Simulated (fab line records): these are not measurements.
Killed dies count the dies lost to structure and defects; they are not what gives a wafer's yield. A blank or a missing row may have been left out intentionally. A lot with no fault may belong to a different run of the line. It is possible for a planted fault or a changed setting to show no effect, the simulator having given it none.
fab line records | flow nand_harc
record: lots: 12 wafers: 35 last_day: 33
route steps=1302 shown A_M1@1177 END@1302
lots that met no fault: taken from a fault-free run of the same line
start_h: hours from the record's first day to the start of the lot's first wafer shown | wait_h: time in hours since the lot's previous step | " unchanged from the row above | L1.1+2: one row covering several wafers at once | - value missing, or start not given | * or withheld: withheld | < > ~ a bound
route shown NAME@n: a module of which the file shows steps, and the number in the route of the first | usual: the fault-free wafers' mean and standard deviation | same: alike in all rows | chamber/n: place in a boat | sites: each site's reading | _std_site: their standard deviation | _edge_site: outer sites' mean less inner sites' | radius_mm: for every site, how far away it sits from the centre of the wafer | mask NAME#n: copy n | behind: tool/chamber where the wafer was last shaped | hold: cause of the lot's hold/its duration in hours/its outcome | device: which transistor (n, p or np) failed to switch | end of line: tests run on the same wafers once the route is complete | for a step that has no rows: nothing shown but its recipe | killed: not the wafer's yield, but the dies lost to structure and defects at the first sort | map: per-die view of a wafer (x killed, . not killed, _ where there is no die)
set.NAME: the run value of the setting; set.NAME@STEP: its run value at that earlier step | model.NAME: the simulator's own value behind a step, which no gauge read
route steps across a sampled set of lots; one table per step, one row per wafer
services: when a tool's chamber went out of use (start_h, in hours from the record's first day, below 0 if earlier), for how many hours, and the reason
== steps ==
step: NHARC_A_M1_PEB_07
recipe: peb_temp_c: 100 peb_time_s: 65
columns lot.wafer tool chamber start_h wait_h
L828.1+4+5 litho_track-04 0 548.42 0.1
L830.1+4+6 litho_track-04 0 576.48 0.1
L833.1+3+6 litho_track-06 0 604.66 0.1
L832.1+4+6 litho_track-06 0 617.88 0.1
L834.2+3+4 litho_track-01 0 619.47 0.1
L839.4+6 litho_track-04 0 662.42 0.0
L841.1+4+5 litho_track-04 0 682.46 0.1
L844.2+4+6 litho_track-01 0 712.11 0.1
L845.1+4+6 litho_track-01 0 719.99 0.1
L848.1+2+3 litho_track-06 0 737.91 0.1
L847.1+3+6 litho_track-04 0 740.21 0.1
L846.2+5+6 litho_track-01 0 741.87 0.1
step: NHARC_A_M1_CD_MEAS_09
recipe: target_cd_nm: 120 landing_energy_ev: 500
usual: cd_nm: 120.3/0.67
columns lot.wafer tool chamber start_h wait_h cd_nm
L828.1 cd_sem-03 0 548.50 - 120.2
L828.4 " 0 " " 120.0
L828.5 " 0 " " 120.3
L830.1 cd_sem-02 0 576.57 - 119.7
L830.4 " 0 " " 118.8
L830.6 " 0 " " 118.9
L833.1 cd_sem-03 0 604.73 - 119.5
L833.3 " 0 " " 120.2
L833.6 " 0 " " 120.8
L832.1 cd_sem-02 0 617.96 - 120.2
L832.4 " 0 " " 120.8
L832.6 " 0 " " 121.6
L834.2 cd_sem-01 0 619.55 - 120.9
L834.3 " 0 " " 120.4
L834.4 " 0 " " 119.5
L839.4 cd_sem-03 0 662.50 - 123.5
L839.6 " 0 " " 120.0
L841.1 cd_sem-01 0 682.54 - 119.2
L841.4 " 0 " " 123.3
L841.5 " 0 " " 120.2
L844.2 cd_sem-01 0 712.19 - 119.3
L844.4 " 0 " " 120.5
L844.6 " 0 " " 120.6
L845.1 cd_sem-02 0 720.07 - 120.0
L845.4 " 0 " " 120.5
L845.6 " 0 " " 121.5
L848.1 cd_sem-02 0 737.98 - 120.2
L848.2 " 0 " " 121.5
L848.3 " 0 " " 119.6
L847.1 cd_sem-03 0 740.30 - 121.7
L847.3 " 0 " " 120.2
L847.6 " 0 " " 120.3
L846.2 cd_sem-02 0 741.95 - 119.7
L846.5 " 0 " " 121.8
L846.6 " 0 " " 120.0
step: NHARC_A_M1_STRIP_18
recipe: power_w: 1000 n2_flow_sccm: 150 h2_flow_sccm: 150 ar_flow_sccm: 0 bias_w: 0 chemistry: N2/H2
usual: drypump_motor_current_A: 6.0/0.3 oes_product_au: 1.003/0.014 rf_fwd_power_W: 997/3.2 rf_vpp_V: 90.7/1 showerhead_plenum_p_Torr: 2.03/0.093 throttle_valve_pct: 14.171/0.0093
columns lot.wafer tool chamber start_h wait_h drypump_motor_current_A oes_product_au rf_fwd_power_W rf_hours_counter_h rf_vpp_V showerhead_plenum_p_Torr throttle_valve_pct
L828.4 rie_diel-12 0 549.08 0.1 6.0 1.001 999 2 88.4 1.98 14.185
L828.1 " 2 " " 5.9 1.008 999 2 91.1 2.13 14.176
L828.5 " 1 " " 5.8 0.985 996 - 92.2 2.17 14.174
L830.1 rie_diel-12 0 577.18 0.1 5.9 0.982 992 3 90.6 1.98 14.162
L830.4 " 1 " " 5.8 0.998 1000 3 91.2 2.17 14.178
L830.6 " 2 " " 5.9 1.016 996 - 90.4 2.13 14.168
L833.1 rie_diel-05 1 605.30 0.1 6.0 1.014 992 1 92.2 2.14 14.158
L833.3 " 3 " " 6.4 1.034 996 1 90.2 2.07 14.159
L833.6 " 1 " " 5.9 1.017 998 - 91.6 2.14 14.180
L832.1 rie_diel-05 0 618.53 0.1 6.0 1.015 996 1 91.6 2.09 14.172
L832.4 " 3 " " 6.4 1.021 1000 1 91.1 2.07 14.188
L832.6 " 1 " " 5.9 1.011 997 - 91.7 2.14 14.175
L834.4 rie_diel-05 3 620.11 0.1 6.3 1.024 1005 2 89.3 2.07 14.183
L834.3 " 0 " " 6.0 1.021 991 1 91.7 2.09 14.183
L834.2 " 2 " " 5.4 1.008 997 1 92.0 2.01 14.180
L839.4 rie_diel-05 0 663.06 0.1 6.0 1.005 997 4 91.1 2.09 14.174
L839.6 " 0 " " 6.0 0.991 999 - 92.6 2.09 14.175
L841.1 rie_diel-12 0 683.10 0.1 5.9 0.981 997 1 90.8 1.98 14.168
L841.4 " 2 " " 5.9 1.004 1003 1 91.1 2.13 14.167
L841.5 " 0 " " 5.9 0.976 996 - 89.5 1.98 14.166
L844.2 rie_diel-05 2 712.75 0.1 5.4 1.018 995 5 90.4 2.01 14.167
L844.4 " 0 " " 6.0 1.000 1002 6 90.5 2.09 14.179
L844.6 " 3 " " 6.4 1.012 1003 - 91.3 2.07 14.171
L845.4 rie_diel-05 2 720.67 0.1 5.4 1.013 995 6 90.2 2.01 14.169
L845.1 " 3 " " 6.4 1.009 1002 6 90.6 2.07 14.179
L845.6 " 1 " " 6.0 0.993 996 - 90.8 2.13 14.160
L848.3 rie_diel-10 0 738.55 0.1 5.9 1.018 1000 10 89.8 1.99 14.184
L848.1 " 1 " " 6.5 0.984 1000 10 91.4 1.88 14.156
L848.2 " 3 " " 6.1 0.999 1000 9 89.2 1.89 14.184
L847.3 rie_diel-10 1 740.90 0.1 6.5 0.975 992 10 87.5 1.88 14.160
L847.1 " 3 " " 6.1 0.989 997 10 89.9 1.89 14.168
L847.6 " 3 " " 6.1 0.991 994 - 88.6 1.89 14.169
L846.2 rie_diel-05 0 742.55 0.1 6.0 1.013 994 7 90.6 2.09 14.177
L846.5 " 3 " " 6.4 1.009 998 - 91.3 2.07 14.158
L846.6 " 0 " " 6.0 1.016 995 - 89.7 2.09 14.184
step: NHARC_A_M1_ETCH_28
recipe: target_depth_a: 300 over_etch_frac: 0.3 time_s: 72.99 ion_energy_ev: 150 cf4_flow_sccm: 50 n2_flow_sccm: 100 ar_flow_sccm: 150 rf_w: 300 bias_w: 100 chemistry: CF4/N2
usual: drypump_motor_current_A: 6.0/0.3 oes_product_au: 1.005/0.013 rf_fwd_power_W: 297.6/1 rf_vpp_V: 314.1/2 showerhead_plenum_p_Torr: 2.62/0.11 throttle_valve_pct: 19.794/0.0095
columns lot.wafer tool chamber start_h wait_h drypump_motor_current_A oes_product_au rf_fwd_power_W rf_hours_counter_h rf_vpp_V showerhead_plenum_p_Torr throttle_valve_pct
L828.4 rie_diel-12 1 - - 5.8 0.987 298.0 2 316.9 2.78 19.777
L828.1 " 3 " " 5.6 1.002 297.1 2 313.6 2.66 19.791
L828.5 " 1 " " 5.8 0.987 298.1 - 316.7 2.78 19.799
L830.4 rie_diel-12 0 - - 5.9 0.977 299.4 3 313.2 2.56 19.793
L830.1 " 1 " " 5.8 0.996 299.8 3 316.2 2.78 19.800
L830.6 " 0 " " 5.9 0.983 297.4 - 313.6 2.56 19.785
L833.3 rie_diel-05 3 - - 6.4 1.021 298.4 1 316.1 2.67 19.780
L833.1 " 0 " " 6.0 1.016 297.7 1 315.5 2.68 19.789
L833.6 " 3 " " 6.4 1.024 299.1 - 315.5 2.67 19.795
L832.4 rie_diel-05 2 - - 5.4 1.022 297.3 1 314.2 2.60 19.787
L832.1 " 0 " " 6.0 1.019 295.8 1 315.2 2.68 19.800
L832.6 " 2 " " 5.4 1.015 297.8 - 313.8 2.60 19.786
L834.3 rie_diel-05 3 - - 6.4 1.020 298.3 2 313.6 2.66 19.795
L834.4 " 0 " " 5.9 1.022 296.9 2 314.3 2.68 19.785
L834.2 " 1 " " 5.9 1.011 299.8 1 316.1 2.74 19.795
L839.4 rie_diel-05 2 - - 5.4 1.027 296.0 3 312.9 2.60 19.789
L839.6 " 2 " " 5.4 1.014 296.7 - 312.3 2.60 19.812
L841.1 rie_diel-12 2 - - 5.9 1.009 298.8 1 316.3 2.74 19.797
L841.4 " 3 " " 5.6 1.002 297.1 1 313.2 2.66 19.788
L841.5 " 1 " " 5.8 1.007 297.5 - 317.5 2.78 19.791
L844.2 rie_diel-05 1 - - 5.9 0.992 297.0 6 313.5 2.74 19.780
L844.4 " 2 " " 5.4 1.028 297.4 6 313.8 2.59 19.786
L844.6 " 1 " " 5.9 0.994 297.1 - 314.6 2.74 19.798
L845.1 rie_diel-05 1 - - 5.9 1.001 297.4 6 315.6 2.74 19.781
L845.4 " 2 " " 5.4 1.017 297.1 6 313.8 2.59 19.790
L845.6 " 3 " " 6.4 1.012 299.6 - 314.0 2.66 19.792
L848.1 rie_diel-10 3 - - 6.1 1.001 297.2 9 310.2 2.45 19.820
L848.3 " 0 " " 5.9 1.015 296.8 10 313.9 2.57 19.790
L848.2 " 2 " " 6.0 1.002 298.7 9 311.8 2.45 19.800
L847.1 rie_diel-10 1 - - 6.5 0.996 298.3 10 311.4 2.44 19.807
L847.3 " 3 " " 6.0 0.987 299.6 10 311.5 2.45 19.797
L847.6 " 1 " " 6.5 0.986 297.5 - 311.7 2.44 19.776
L846.2 rie_diel-05 1 - - 5.9 0.995 298.2 7 316.8 2.74 19.798
L846.5 " 0 " " 6.0 1.014 298.2 - 314.9 2.68 19.782
L846.6 " 1 " " 6.0 1.007 298.9 - 317.0 2.74 19.790
step: NHARC_A_M1_PRE_CLEAN_30
recipe: time_s: 30 temp_c: 280 gas: H2/He
usual: heater_power_w: 405/25
columns lot.wafer tool chamber start_h wait_h heater_power_w
L828.4 pvd_sputter-01 - - - 375
L828.1 " - " " 422
L828.5 " - " " 382
L830.4 pvd_sputter-02 - - - 375
L830.1 " - " " 411
L830.6 " - " " 378
L833.3 pvd_sputter-02 - - - 402
L833.1 " - " " 430
L833.6 " - " " 404
L832.4 pvd_sputter-03 - - - 415
L832.1 " - " " 356
L832.6 " - " " 482
L834.4 pvd_sputter-02 - - - 386
L834.2 " - " " 433
L834.3 " - " " 406
L839.4 pvd_sputter-02 - - - 393
L839.6 " - " " 382
L841.4 pvd_sputter-02 - - - 369
L841.1 " - " " 415
L841.5 " - " " 387
L844.2 pvd_sputter-01 - - - 439
L844.4 " - " " 433
L844.6 " - " " 385
L845.1 pvd_sputter-01 - - - 393
L845.4 " - " " 421
L845.6 " - " " 452
L848.3 pvd_sputter-02 - - - 386
L848.1 " - " " 384
L848.2 " - " " 418
L847.1 pvd_sputter-02 - - - 392
L847.3 " - " " 382
L847.6 " - " " 385
L846.2 pvd_sputter-02 - - - 395
L846.6 " - " " 393
L846.5 " - " " 378
step: NHARC_END_SORT_01
recipe: temp_c: 25
usual: defect_limited_yield: 92.4/2.2 killed_at_array: 46/15 killed_at_other: 1.0/1.3 killed_at_periphery: 4/3 killed_dies: 51/15 killed_open: 3.2/1.8 killed_short: 2.5/1.5 sort_bin_2_pct: 2.7/1.1 sort_bin_3_pct: 0.6/0.34 sort_bin_4_pct: 4.3/1.3 sort_n_pass: 626/15 sort_rim_yield_pct: 89/4.4 sort_yield_pct: 92.4/2.2
same: gross_dies: 677 sort_bin_5_pct[%]: 0 sort_bin_6_pct[%]: 0 sort_bin_7_pct[%]: 0 sort_bin_8_pct[%]: 0 sort_rim_n_gross: 106.00
columns lot.wafer tool chamber start_h wait_h defect_limited_yield[%] killed_at_array killed_at_other killed_at_periphery killed_dies killed_open killed_short sort_bin_2_pct[%] sort_bin_3_pct[%] sort_bin_4_pct[%] sort_n_pass sort_rim_yield_pct[%] sort_yield_pct[%]
L828.1 prober-01 0 608.75 2.5 93.4 40 0 5 45 2 4 1.8 0.3 4.6 632 88 93.4
L828.4 prober-01 0 611.14 3.4 93.2 35 0 11 46 4 4 3.2 0.3 3.2 631 86 93.2
L828.5 prober-01 0 611.93 3.7 93.9 37 1 3 41 0 1 2.7 0.4 3.0 636 88 93.9
L830.1 prober-02 0 620.10 2.5 93.8 40 0 2 42 5 1 2.2 1.2 2.8 635 90 93.8
L830.4 prober-02 0 622.49 3.4 92.2 50 1 2 53 2 7 1.6 0.7 5.5 624 93 92.2
L830.6 prober-02 0 624.08 4.0 94.4 35 0 3 38 3 1 1.8 0.3 3.5 639 89 94.4
L833.1 prober-01 0 638.31 2.5 92.6 47 2 1 50 2 3 2.8 0.3 4.3 627 96 92.6
L833.3 prober-01 0 639.93 3.1 93.6 43 0 0 43 2 3 1.6 0.4 4.3 634 85 93.6
L833.6 prober-01 0 642.36 4.1 92.5 47 2 2 51 6 2 3.0 0.3 4.3 626 89 92.5
L832.1 prober-02 0 654.69 2.5 93.1 39 3 5 47 5 3 2.8 0.7 3.4 630 87 93.1
L832.4 prober-02 0 657.12 3.4 94.7 30 3 3 36 3 0 1.8 0.7 2.8 641 90 94.7
L832.6 prober-02 0 658.74 4.0 92.5 49 2 0 51 5 1 1.8 0.3 5.5 626 86 92.5
L834.2 prober-01 0 655.54 2.8 85.8 85 1 10 96 3 4 5.5 1.6 7.1 581 87 85.8
L834.3 prober-01 0 656.35 3.1 90.5 57 1 6 64 3 4 3.4 0.6 5.5 613 85 90.5
L834.4 prober-01 0 657.15 3.4 88.3 73 3 3 79 2 1 4.9 0.9 5.9 598 92 88.3
L841.1 prober-02 0 718.81 2.5 93.5 34 0 10 44 4 3 1.8 0.6 4.1 633 93 93.5
L841.4 prober-02 0 721.20 3.4 94.8 33 0 2 35 1 2 1.2 0.3 3.7 642 95 94.8
L841.5 prober-02 0 722.00 3.7 94.8 28 0 7 35 2 1 1.6 0 3.5 642 99 94.8
L844.2 prober-02 0 748.33 2.8 89.8 66 0 3 69 7 2 2.8 0.7 6.6 608 92 89.8
L844.4 prober-02 0 749.93 3.4 93.6 43 0 0 43 3 0 2.2 0.4 3.7 634 86 93.6
L844.6 prober-02 0 751.53 4.0 93.4 44 0 1 45 1 1 1.5 0.7 4.4 632 86 93.4
L845.1 prober-01 0 762.36 2.5 96.2 22 0 4 26 2 5 1.0 0.3 2.5 651 95 96.2
L845.4 prober-01 0 764.74 3.4 94.7 32 0 4 36 5 2 1.5 0.3 3.5 641 94 94.7
L845.6 prober-01 0 766.33 4.0 93.8 36 1 5 42 3 2 2.7 0 3.5 635 89 93.8
L848.1 prober-02 0 785.99 2.5 92.8 46 1 2 49 5 1 2.7 0.1 4.4 628 87 92.8
L848.2 prober-02 0 786.80 2.8 92.3 49 0 3 52 4 3 3.5 0.4 3.7 625 92 92.3
L848.3 prober-02 0 787.61 3.1 92.5 50 0 1 51 7 2 3.7 0.4 3.4 626 87 92.5
L846.2 prober-01 0 786.77 2.8 96.0 20 1 6 27 2 3 1.3 0 2.7 650 93 96.0
L846.5 prober-01 0 789.15 3.7 96.3 15 2 8 25 3 3 0.7 0.1 2.8 652 93 96.3
L846.6 prober-01 0 789.95 4.0 96.2 22 2 2 26 2 3 1.8 0.3 1.8 651 96 96.2
L847.1 prober-01 0 793.72 2.5 90.8 57 1 4 62 4 2 3.2 0.9 5.0 615 87 90.8
L847.3 prober-01 0 795.31 3.1 89.8 67 0 2 69 7 0 4.4 0.3 5.5 608 84 89.8
L847.6 prober-01 0 797.69 4.0 91.6 55 1 1 57 1 1 2.8 1.8 3.8 620 84 91.6
killed by level:class
L828.1 A_CHANNEL_HOLE_D1:chamber_film_flake=18 A_CHANNEL_HOLE_D2:chamber_film_flake=12 P_M1:chamber_film_flake=4 A_STAIRCASE:chamber_film_flake=2 A_CONTACT:chamber_film_flake=2 P_GATE:geometric_particle:short=1 A_SOURCE_PLATE:geometric_particle:open=1 A_ONON_D1:geometric_particle:short=1
L828.4 A_CHANNEL_HOLE_D1:chamber_film_flake=15 A_CHANNEL_HOLE_D2:chamber_film_flake=7 P_GATE:chamber_film_flake=6 A_CONTACT:chamber_film_flake=3 P_M1:chamber_film_flake=2 A_STAIRCASE:chamber_film_flake=2 P_GATE:geometric_particle:short=1 P_M0:geometric_particle:open=1
L828.5 A_CHANNEL_HOLE_D1:chamber_film_flake=19 A_CHANNEL_HOLE_D2:chamber_film_flake=9 A_CONTACT:chamber_film_flake=5 A_CHANNEL_FILL_D2:geometric_particle:short=1 P_STI:chamber_film_flake=1 P_GATE:chamber_film_flake=1 P_M1:chamber_film_flake=1 A_CHANNEL_FILL_D2:chamber_film_flake=1
L830.1 A_CHANNEL_HOLE_D1:chamber_film_flake=18 A_CHANNEL_HOLE_D2:chamber_film_flake=13 P_GATE:geometric_particle:open=2 A_M0:geometric_particle:open=2 A_CONTACT:chamber_film_flake=2 A_DECK1_JOINT:geometric_particle:short=1 A_BLC:geometric_particle:open=1 A_SGD_CUT:chamber_film_flake=1
L830.4 A_CHANNEL_HOLE_D1:chamber_film_flake=32 A_CHANNEL_HOLE_D2:chamber_film_flake=5 A_ONON_D2:geometric_particle:short=2 A_WL_FILL:geometric_particle:short=2 A_CHANNEL_FILL_D2:chamber_film_flake=2 A_CONTACT:chamber_film_flake=2 A_BONDPAD:chamber_film_flake=2 P_M0:geometric_particle:short=1
L830.6 A_CHANNEL_HOLE_D1:chamber_film_flake=17 A_CHANNEL_HOLE_D2:chamber_film_flake=7 A_CONTACT:chamber_film_flake=3 P_CONTACT:geometric_particle:open=1 P_M0:geometric_particle:open=1 A_SGD_CUT:geometric_particle:open=1 A_WL_FILL:geometric_particle:short=1 P_GATE:chamber_film_flake=1
L833.1 A_CHANNEL_HOLE_D2:chamber_film_flake=29 A_CHANNEL_HOLE_D1:chamber_film_flake=6 A_SGD_CUT:chamber_film_flake=2 A_WL_FILL:chamber_film_flake=2 A_CONTACT:chamber_film_flake=2 THIN_TSV:chamber_film_flake=2 P_CONTACT:geometric_particle:short=1 A_SOURCE_PLATE:geometric_particle:open=1
L833.3 A_CHANNEL_HOLE_D2:chamber_film_flake=15 A_CHANNEL_HOLE_D1:chamber_film_flake=4 A_CHANNEL_FILL_D1:chamber_film_flake=4 A_ZERO_WELL:chamber_film_flake=3 A_SGD_CUT:chamber_film_flake=3 A_WL_FILL:chamber_film_flake=3 A_CONTACT:chamber_film_flake=3 A_DECK1_JOINT:chamber_film_flake=2
L833.6 A_CHANNEL_HOLE_D2:chamber_film_flake=20 A_SGD_CUT:chamber_film_flake=6 A_CONTACT:chamber_film_flake=4 A_ZERO_WELL:chamber_film_flake=3 A_CHANNEL_HOLE_D1:chamber_film_flake=3 A_CHANNEL_FILL_D1:chamber_film_flake=2 P_CONTACT:geometric_particle:open=1 A_CHANNEL_FILL_D1:geometric_particle:short=1
L832.1 A_SLIT:chamber_film_flake=18 A_CHANNEL_HOLE_D1:chamber_film_flake=7 A_CHANNEL_HOLE_D2:chamber_film_flake=5 P_M0:geometric_particle:open=2 A_STAIRCASE:chamber_film_flake=2 A_BONDPAD:chamber_film_flake=2 THIN_TSV:chamber_film_flake=2 P_STI:geometric_particle:short=1
L834.2 A_CHANNEL_HOLE_D1:chamber_film_flake=32 A_SLIT:chamber_film_flake=21 A_CHANNEL_HOLE_D2:chamber_film_flake=8 A_CONTACT:chamber_film_flake=7 A_WL_FILL:chamber_film_flake=4 P_STI:chamber_film_flake=3 P_GATE:chamber_film_flake=3 A_STAIRCASE:chamber_film_flake=3
L834.3 A_SLIT:chamber_film_flake=21 A_CHANNEL_HOLE_D1:chamber_film_flake=15 A_CONTACT:chamber_film_flake=6 A_CHANNEL_HOLE_D2:chamber_film_flake=5 P_ZERO_WELL:chamber_film_flake=3 P_M1:geometric_particle:open=2 A_WL_FILL:chamber_film_flake=2 A_CHANNEL_HOLE_D1:geometric_particle:open=1
L832.4 A_SLIT:chamber_film_flake=19 A_CHANNEL_HOLE_D2:chamber_film_flake=4 A_ZERO_WELL:chamber_film_flake=2 THIN_TSV:chamber_film_flake=2 P_GATE:geometric_particle:open=1 A_ONON_D2:geometric_particle:open=1 A_CHANNEL_HOLE_D2:geometric_particle:open=1 P_STI:chamber_film_flake=1
L834.4 A_CHANNEL_HOLE_D1:chamber_film_flake=37 A_SLIT:chamber_film_flake=18 A_CHANNEL_HOLE_D2:chamber_film_flake=7 A_CONTACT:chamber_film_flake=3 THIN_TSV:chamber_film_flake=3 P_GATE:chamber_film_flake=2 A_WL_FILL:chamber_film_flake=2 A_CHANNEL_FILL_D1:geometric_particle:short=1
L832.6 A_SLIT:chamber_film_flake=24 A_CHANNEL_HOLE_D2:chamber_film_flake=7 A_CONTACT:chamber_film_flake=3 A_ZERO_WELL:chamber_film_flake=2 A_STAIRCASE:chamber_film_flake=2 A_WL_FILL:chamber_film_flake=2 THIN_TSV:chamber_film_flake=2 A_CHANNEL_HOLE_D1:geometric_particle:open=1
L841.1 A_SLIT:chamber_film_flake=8 P_M2:chamber_film_flake=8 A_CHANNEL_HOLE_D1:chamber_film_flake=8 A_CONTACT:chamber_film_flake=4 A_WL_FILL:chamber_film_flake=3 A_BLC:chamber_film_flake=3 P_CONTACT:chamber_film_flake=2 A_ONON_D1:geometric_particle:short=1
L841.4 A_CHANNEL_HOLE_D1:chamber_film_flake=11 A_SLIT:chamber_film_flake=6 A_DECK1_JOINT:chamber_film_flake=4 A_CONTACT:chamber_film_flake=4 P_CONTACT:chamber_film_flake=2 A_BLC:chamber_film_flake=2 A_CHANNEL_FILL_D2:geometric_particle:short=1 A_CONTACT:geometric_particle:short=1
L841.5 A_CHANNEL_HOLE_D1:chamber_film_flake=6 A_CONTACT:chamber_film_flake=6 A_SLIT:chamber_film_flake=4 A_STAIRCASE:chamber_film_flake=3 A_BLC:chamber_film_flake=3 P_STI:chamber_film_flake=2 P_CONTACT:chamber_film_flake=2 P_M2:chamber_film_flake=2
L844.2 A_CHANNEL_HOLE_D1:chamber_film_flake=27 A_CHANNEL_HOLE_D2:chamber_film_flake=25 A_SLIT:chamber_film_flake=4 A_ONON_D1:geometric_particle:open=2 A_STAIRCASE:chamber_film_flake=2 P_GATE:geometric_particle:open=1 P_M1:geometric_particle:open=1 A_ONON_D2:geometric_particle:open=1
L844.4 A_CHANNEL_HOLE_D2:chamber_film_flake=18 A_CHANNEL_HOLE_D1:chamber_film_flake=17 A_SLIT:chamber_film_flake=3 A_ONON_D1:geometric_particle:open=1 A_DECK1_JOINT:geometric_particle:open=1 A_M0:geometric_particle:open=1 A_STAIRCASE:chamber_film_flake=1 A_CONTACT:chamber_film_flake=1
L844.6 A_CHANNEL_HOLE_D2:chamber_film_flake=20 A_CHANNEL_HOLE_D1:chamber_film_flake=16 A_SLIT:chamber_film_flake=3 A_STAIRCASE:chamber_film_flake=2 A_DECK1_JOINT:geometric_particle:open=1 A_BLC:geometric_particle:short=1 P_CONTACT:chamber_film_flake=1 A_DECK1_JOINT:chamber_film_flake=1
L845.1 A_CHANNEL_HOLE_D1:chamber_film_flake=9 A_CHANNEL_HOLE_D2:chamber_film_flake=3 A_SLIT:chamber_film_flake=2 P_M1:geometric_particle:open=1 P_M1:geometric_particle:short=1 A_ONON_D1:geometric_particle:short=1 A_CHANNEL_FILL_D1:geometric_particle:short=1 A_CHANNEL_FILL_D2:geometric_particle:short=1
L845.4 A_CHANNEL_HOLE_D1:chamber_film_flake=13 A_STAIRCASE:chamber_film_flake=4 A_SLIT:chamber_film_flake=4 A_CONTACT:chamber_film_flake=3 A_ONON_D1:geometric_particle:open=2 P_GATE:chamber_film_flake=2 A_CHANNEL_HOLE_D2:chamber_film_flake=2 P_CONTACT:geometric_particle:open=1
L845.6 A_CHANNEL_HOLE_D1:chamber_film_flake=14 A_SLIT:chamber_film_flake=4 A_BLC:chamber_film_flake=4 P_ZERO_WELL:chamber_film_flake=3 A_CHANNEL_HOLE_D2:chamber_film_flake=3 A_CONTACT:chamber_film_flake=3 A_STAIRCASE:chamber_film_flake=2 A_WL_FILL:chamber_film_flake=2
L848.1 A_CHANNEL_HOLE_D2:chamber_film_flake=29 A_SLIT:chamber_film_flake=6 A_SGD_CUT:chamber_film_flake=3 A_DECK1_JOINT:geometric_particle:open=2 P_CONTACT:geometric_particle:short=1 A_CHANNEL_HOLE_D1:geometric_particle:open=1 A_ONON_D2:geometric_particle:open=1 A_M0:geometric_particle:open=1
L846.2 A_CONTACT:chamber_film_flake=9 A_SLIT:chamber_film_flake=4 P_M0:geometric_particle:short=2 P_ZERO_WELL:chamber_film_flake=2 A_WL_FILL:chamber_film_flake=2 A_ONON_D2:geometric_particle:open=1 A_ONON_D2:geometric_particle:short=1 A_CHANNEL_FILL_D2:geometric_particle:open=1
L848.2 A_CHANNEL_HOLE_D2:chamber_film_flake=19 A_SLIT:chamber_film_flake=10 A_CONTACT:chamber_film_flake=7 A_SGD_CUT:chamber_film_flake=3 P_ZERO_WELL:chamber_film_flake=2 A_SOURCE_PLATE:geometric_particle:short=1 A_CHANNEL_HOLE_D1:geometric_particle:open=1 A_DECK1_JOINT:geometric_particle:open=1
L848.3 A_CHANNEL_HOLE_D2:chamber_film_flake=21 A_SLIT:chamber_film_flake=9 A_CONTACT:chamber_film_flake=6 A_SGD_CUT:chamber_film_flake=3 A_CONTACT:geometric_particle:open=2 A_BLC:geometric_particle:open=2 A_ONON_D1:geometric_particle:open=1 A_ONON_D2:geometric_particle:short=1
L846.5 A_CONTACT:chamber_film_flake=9 P_M0:geometric_particle:open=2 P_M0:geometric_particle:short=2 P_ZERO_WELL:chamber_film_flake=2 A_SLIT:chamber_film_flake=2 THIN_TSV:chamber_film_flake=2 P_STI:geometric_particle:short=1 A_M0:geometric_particle:open=1
L846.6 A_CONTACT:chamber_film_flake=8 A_SLIT:chamber_film_flake=6 THIN_TSV:chamber_film_flake=2 A_SOURCE_PLATE:geometric_particle:short=1 A_CHANNEL_FILL_D2:geometric_particle:open=1 A_CHANNEL_FILL_D2:geometric_particle:short=1 A_WL_FILL:geometric_particle:short=1 A_CONTACT:geometric_particle:open=1
L847.1 A_SLIT:chamber_film_flake=16 A_CHANNEL_HOLE_D1:chamber_film_flake=14 A_CHANNEL_HOLE_D2:chamber_film_flake=10 A_CONTACT:chamber_film_flake=6 P_ZERO_WELL:chamber_film_flake=2 A_ZERO_WELL:chamber_film_flake=2 A_CHANNEL_FILL_D2:chamber_film_flake=2 A_BONDPAD:chamber_film_flake=2
L847.3 A_CHANNEL_HOLE_D2:chamber_film_flake=15 A_CHANNEL_HOLE_D1:chamber_film_flake=14 A_SLIT:chamber_film_flake=13 A_CONTACT:chamber_film_flake=11 A_BONDPAD:chamber_film_flake=3 A_ONON_D1:geometric_particle:open=2 A_DECK1_JOINT:geometric_particle:open=2 A_M0:chamber_film_flake=2
L847.6 A_CHANNEL_HOLE_D2:chamber_film_flake=15 A_CHANNEL_HOLE_D1:chamber_film_flake=14 A_SLIT:chamber_film_flake=12 A_CHANNEL_FILL_D2:chamber_film_flake=5 A_CONTACT:chamber_film_flake=4 A_BONDPAD:chamber_film_flake=2 P_CONTACT:geometric_particle:open=1 A_DECK1_JOINT:geometric_particle:short=1
== services ==
columns tool chamber start_h hours kind
pvd_sputter-03 - 526.00 10.0 pm
litho_track-06 - 529.00 7.0 pm
rie_diel-05 0 531.67 2.4 repair
rie_diel-05 3 540.56 3.4 repair
rie_diel-05 1 543.27 3.3 repair
litho_track-04 - 553.00 7.0 pm
rie_diel-05 3 557.10 8.5 repair
rie_diel-12 - 566.12 0.2 repair
pvd_sputter-01 - 573.23 5.5 repair
pvd_sputter-01 - 582.00 10.0 pm
rie_diel-05 - 583.93 9.0 pm
pvd_sputter-03 - 594.18 1.0 repair
rie_diel-10 - 596.50 9.0 pm
rie_diel-05 2 604.15 4.5 repair
rie_diel-05 - 607.53 0.7 repair
rie_diel-12 - 622.49 9.0 pm
rie_diel-05 - 655.47 0.4 repair
pvd_sputter-03 - 662.63 1.1 repair
litho_track-01 - 680.00 7.0 pm
litho_track-06 - 704.00 7.0 pm
pvd_sputter-03 - 704.00 10.0 pm
rie_diel-12 - 716.85 0.3 repair
litho_track-04 - 728.00 7.0 pm
rie_diel-10 2 740.61 12.1 repair
== key ==
first_sign: step: NHARC_A_M1_CD_MEAS_09 reading: cd_nm direction: up sigmas: 4.6 usual: 120.3 struck: 123.4
effect none on later readings
met_at NHARC_A_M1_PEB_07
struck_lots L839,L841
struck_wafers L839.4,L841.4
sort_left_out L839.4
not_acting_at NHARC_A_M1_STRIP_18,NHARC_A_M1_ETCH_28,NHARC_A_M1_PRE_CLEAN_30
onset_between 576.48 662.42
fault: kind: process_parameter_drift tool: litho_track-04 chamber: - onset_h: 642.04 steps: NHARC_A_M1_PEB_07 channel: peb_time_s offset: * shape: step end_h: 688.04 scope: struck_wafers_only acts_in: * stated: *
sort_left_out: the simulated sort isn't trusted on such a fault, so these wafers' sort isn't shown, and their yield isn't known
